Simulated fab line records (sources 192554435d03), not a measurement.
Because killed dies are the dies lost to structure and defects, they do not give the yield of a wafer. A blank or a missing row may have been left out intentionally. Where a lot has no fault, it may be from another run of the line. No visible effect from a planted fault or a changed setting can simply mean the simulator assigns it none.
Which tool did it? | flow n5Finfet | 30 wafers from 10 lots sampled at 5 of the route's 1938 steps

WHAT EACH GAUGE READ, for each wafer
N5_FIN_SAQP_CD_MEAS_31: target cd 8 nm. Usual: cdNm reads 8.07 nm (standard deviation 0.21).
lot  | measured    | on       | cdNm (nm)      | flag
L613 | day 2 19:58 | cdSem-02 | 8.03 8.06 8.36 | 
L614 | day 3 01:59 | cdSem-03 | 8.09 8.25 8.17 | 
L615 | day 3 08:47 | cdSem-02 | 7.85 8.14 8.26 | 
L619 | day 4 08:35 | cdSem-01 | 8.07 7.97 8.21 | 
L620 | day 4 14:32 | cdSem-01 | 8.07 7.90 8.01 | 
L622 | day 5 04:10 | cdSem-03 | 7.92 8.53 8.04 | 
L626 | day 6 02:14 | cdSem-02 | 7.95 7.56 8.06 | 
L627 | day 6 08:10 | cdSem-03 | 8.12 7.96 8.16 | 
L628 | day 6 14:23 | cdSem-02 | 8.36 8.00 8.04 | 
L633 | day 7 19:50 | cdSem-01 | 7.93 8.51 8.07 | 

N5_BEOL_M4_RC_MEAS_101. Usual: DIBL_N 35.8 mV/V, standard deviation 1.8; DIBL_P 35.6 mV/V, standard deviation 2; IOFF_N 0.148 nA/um, standard deviation 0.028; IOFF_P 0.20 nA/um, standard deviation 0.034; ION_N 672 uA/um, standard deviation 12; ION_P 462 uA/um, standard deviation 8.5; SS_N 71.2 mV/dec, standard deviation 0.65; SS_P 73.1 mV/dec, standard deviation 0.67; VT_N 251 mV, standard deviation 3.3; VT_P -251 mV, standard deviation 3.8.
lot  | measured     | on        | DIBL_N (mV/V)  | DIBL_P (mV/V)  | IOFF_N (nA/um)    | IOFF_P (nA/um) | ION_N (uA/um) | ION_P (uA/um) | SS_N (mV/dec)  | SS_P (mV/dec)  | VT_N (mV)   | VT_P (mV)      | flag
L613 | day 9 00:37  | prober-01 | 36.3 36.9 38.3 | 34.1 34.5 36.7 | 0.138 0.141 0.175 | 0.20 0.21 0.24 | 662 675 677   | 464 469 468   | 71.5 70.9 71.1 | 73.2 73.8 73.7 | 253 253 247 | -248 -248 -248 | 
L614 | day 9 07:14  | prober-01 | 36.3 35.4 36.7 | 37.7 38.2 37.9 | 0.161 0.152 0.165 | 0.19 0.20 0.19 | 686 674 671   | 464 463 461   | 71.5 71.5 71.0 | 72.9 72.6 73.1 | 250 252 250 | -256 -254 -256 | 
L615 | day 9 04:34  | prober-01 | 37.6 37.9 36.8 | 36.9 37.5 35.5 | 0.169 0.162 0.147 | 0.20 0.22 0.18 | 693 684 675   | 465 461 462   | 71.9 71.7 71.4 | 73.8 74.0 72.9 | 245 247 251 | -252 -249 -254 | 
L619 | day 10 02:16 | prober-02 | 34.6 35.9 35.2 | 34.3 35.7 34.7 | 0.121 0.136 0.137 | 0.19 0.21 0.19 | 663 674 677   | 457 467 468   | 70.1 71.3 70.8 | 73.5 72.8 72.4 | 253 252 250 | -249 -247 -249 | 
L620 | day 10 05:30 | prober-01 | 38.0 34.9 33.6 | 37.4 34.3 32.3 | 0.178 0.117 0.105 | 0.21 0.17 0.14 | 676 656 661   | 456 454 450   | 71.5 71.0 69.8 | 73.8 73.0 72.1 | 252 255 255 | -254 -252 -256 | 
L622 | day 11 02:08 | prober-01 | 35.6 34.6 34.9 | 36.3 35.0 35.4 | 0.158 0.145 0.152 | 0.21 0.18 0.20 | 679 681 679   | 466 462 460   | 71.1 71.2 71.2 | 73.5 72.8 73.0 | 248 251 250 | -252 -250 -249 | 
L628 | day 12 03:19 | prober-01 | 38.5 35.8 35.6 | 39.8 34.5 36.1 | 0.191 0.137 0.146 | 0.25 0.17 0.18 | 679 663 683   | 463 454 466   | 72.1 71.6 71.5 | 73.7 73.0 73.1 | 248 252 251 | -248 -252 -255 | 
L633 | day 13 22:43 | prober-02 | 34.5 35.1 35.3 | 34.1 35.6 35.2 | 0.145 0.163 0.164 | 0.19 0.21 0.21 | 673 687 692   | 471 470 469   | 70.7 70.5 70.9 | 72.4 72.9 72.9 | 249 246 247 | -249 -247 -247 | 

WHICH TOOL RAN EACH LOT (tool, then ch and the chambers of the sampled wafers, then the start)
lot  | N5_FIN_SAQP_RECESS_71            | N5_FIN_SAQP_HM_CD_35  | N5_FIN_CUT_CUT_ETCH_27
L613 | vaporEtch-01 ch 0, day 2 19:18   | cdSem-03, day 2 20:14 | rieDiel-01 ch 2,3, day 2 21:27
L614 | vaporEtch-02 ch 0,1, day 3 01:19 | cdSem-02, day 3 02:15 | rieDiel-02 ch 0,2, day 3 04:35
L615 | vaporEtch-02 ch 0, day 3 08:07   | cdSem-03, day 3 09:03 | rieDiel-02 ch 0,1,3, day 3 10:54
L619 | vaporEtch-02 ch 0,1, day 4 07:50 | cdSem-01, day 4 08:58 | rieDiel-02 ch 0,2,3, day 4 10:19
L620 | vaporEtch-02 ch 0,1, day 4 13:52 | cdSem-03, day 4 14:48 | rieDiel-01 ch 1,2,3, day 4 16:14
L622 | vaporEtch-02 ch 0,1, day 5 03:21 | cdSem-01, day 5 04:26 | rieDiel-04 ch 0,1, day 5 05:48
L626 | vaporEtch-02 ch 0,1, day 6 01:34 | cdSem-01, day 6 02:30 | rieDiel-02 ch 0,1,3, day 6 03:43
L627 | vaporEtch-02 ch 0,1, day 6 07:31 | cdSem-03, day 6 08:26 | rieDiel-02 ch 1,2,3, day 6 09:40
L628 | vaporEtch-02 ch 0,1, day 6 13:42 | cdSem-02, day 6 14:58 | rieDiel-01 ch 0,1,2, day 6 16:19
L633 | vaporEtch-01 ch 0,1, day 7 19:10 | cdSem-03, day 7 20:07 | rieDiel-04 ch 0,1,3, day 7 21:20
- N5_FIN_SAQP_RECESS_71: chemistry HF/NH3, target SiO2, target depth 3 nm, afs cycles 1, sublimation time 60 s.
- N5_FIN_SAQP_HM_CD_35: target cd 8 nm.
- N5_FIN_CUT_CUT_ETCH_27: etches SiO2 in CHF3/O2, target depth 4 nm, overetch 2 nm, time 4.9 s.

AS READ BY THE TOOLS THEMSELVES (means over the sampled wafers that have a number; for cases with no such wafer, the mark the record gives instead)
N5_FIN_SAQP_RECESS_71. Usual: drypumpMotorCurrentA reads 5.6 A (standard deviation 0.4).
lot  | tool         | drypumpMotorCurrentA (A) | flag
L613 | vaporEtch-01 | 5.8                      | 
L614 | vaporEtch-02 | 5.3                      | 
L615 | vaporEtch-02 | 5.2                      | 
L619 | vaporEtch-02 | 5.2                      | 
L620 | vaporEtch-02 | 5.3                      | 
L622 | vaporEtch-02 | 5.3                      | 
L626 | vaporEtch-02 | 5.2                      | 
L627 | vaporEtch-02 | 5.3                      | 
L628 | vaporEtch-02 | 5.3                      | 
L633 | vaporEtch-01 | 5.9                      | 

N5_FIN_SAQP_HM_CD_35. Usual: cdNm reads 8.09 nm (standard deviation 0.21).
lot  | tool     | cdNm (nm) | flag
L613 | cdSem-03 | 8.07      | 
L614 | cdSem-02 | 8.24      | 
L615 | cdSem-03 | 7.99      | 
L619 | cdSem-01 | 8.03      | 
L620 | cdSem-03 | 8.08      | 
L622 | cdSem-01 | 7.93      | 
L626 | cdSem-01 | 8.16      | 
L627 | cdSem-03 | 8.10      | 
L628 | cdSem-02 | 8.05      | 
L633 | cdSem-03 | 8.33      | 

N5_FIN_CUT_CUT_ETCH_27. Usual: CHF3_flow_sccm 50.00 sccm, standard deviation 0.14; O2_flow_sccm 5.000 sccm, standard deviation 0.016; drypumpMotorCurrentA 5.5 A, standard deviation 0.49; oesProductAu 0.60 a.u., standard deviation 0.061; rfVppV 520 V, standard deviation 9.2; showerheadPlenumPTorr 2.44 Torr, standard deviation 0.079; throttleValvePct 18.83 %, standard deviation 0.13.
lot  | tool       | CHF3_flow_sccm (sccm) | O2_flow_sccm (sccm) | drypumpMotorCurrentA (A) | oesProductAu (a.u.) | rfVppV (V) | showerheadPlenumPTorr (Torr) | throttleValvePct (%) | flag
L613 | rieDiel-01 | 49.99                 | 4.998               | 5.5                      | 0.59                | 513        | 2.45                         | 18.87                | 
L614 | rieDiel-02 | 49.94                 | 4.984               | 6.0                      | 0.57                | 514        | 2.46                         | 18.67                | 
L615 | rieDiel-02 | 50.14                 | 4.988               | 5.7                      | 0.65                | 513        | 2.46                         | 18.80                | 
L619 | rieDiel-02 | 50.11                 | 5.006               | 5.5                      | 0.62                | 519        | 2.42                         | 18.74                | 
L620 | rieDiel-01 | 50.08                 | 4.993               | 5.7                      | 0.57                | 518        | 2.43                         | 18.83                | 
L622 | rieDiel-04 | 49.97                 | 4.991               | 5.3                      | 0.55                | 524        | 2.41                         | 18.93                | 
L626 | rieDiel-02 | -                     | -                   | -                        | -                   | -          | -                            | -                    | OFF
L627 | rieDiel-02 | -                     | -                   | -                        | -                   | -          | -                            | -                    | OFF
L628 | rieDiel-01 | 49.97                 | 4.995               | 5.6                      | 0.60                | 524        | 2.44                         | 18.85                | 
L633 | rieDiel-04 | 49.95                 | 4.981               | 5.5                      | 0.62                | 523        | 2.37                         | 18.83                | 

THE ANSWER, worked out from the rows above alone
Rule: take the mean of a lot's wafers that have a number; if it is more than 3 standard deviations from the usual mean, the lot is off. Also off: a lot with no number at a reading for which 4 or more lots have one. All remaining lots with rows at the step are treated as sound. First the gauges in route order, then the tools' own readings, where a lot's mean is used as printed above. The first step at which some lot is off is used, and at that step the reading that is off furthest; a lot without a number counts as furthest.
Off: L626, L627, at N5_FIN_CUT_CUT_ETCH_27 (CHF3_flow_sccm). Without a number there: L626, L627.
A tool fits if, at that step or a process step before it, it ran every lot that is off, and no sound lot after the first of them. One fits: N5_FIN_CUT_CUT_ETCH_27 on rieDiel-02. A fault onset in the window from L619 (day 4 10:19, its last sound lot) to L626 (day 6 03:43, its first lot off) fits.
Blank at N5_FIN_CUT_CUT_ETCH_27 on the lots that are off, where sound lots have numbers: CHF3_flow_sccm, O2_flow_sccm, drypumpMotorCurrentA, oesProductAu, rfVppV, showerheadPlenumPTorr, throttleValvePct.

WHAT THE SIMULATOR HAD PUT IN
Entire step skipped (rieDiel-02, N5_FIN_CUT_CUT_ETCH_27), from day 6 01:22 onward. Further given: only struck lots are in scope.
Lots struck among those shown: L626, L627. The rule above found the same.
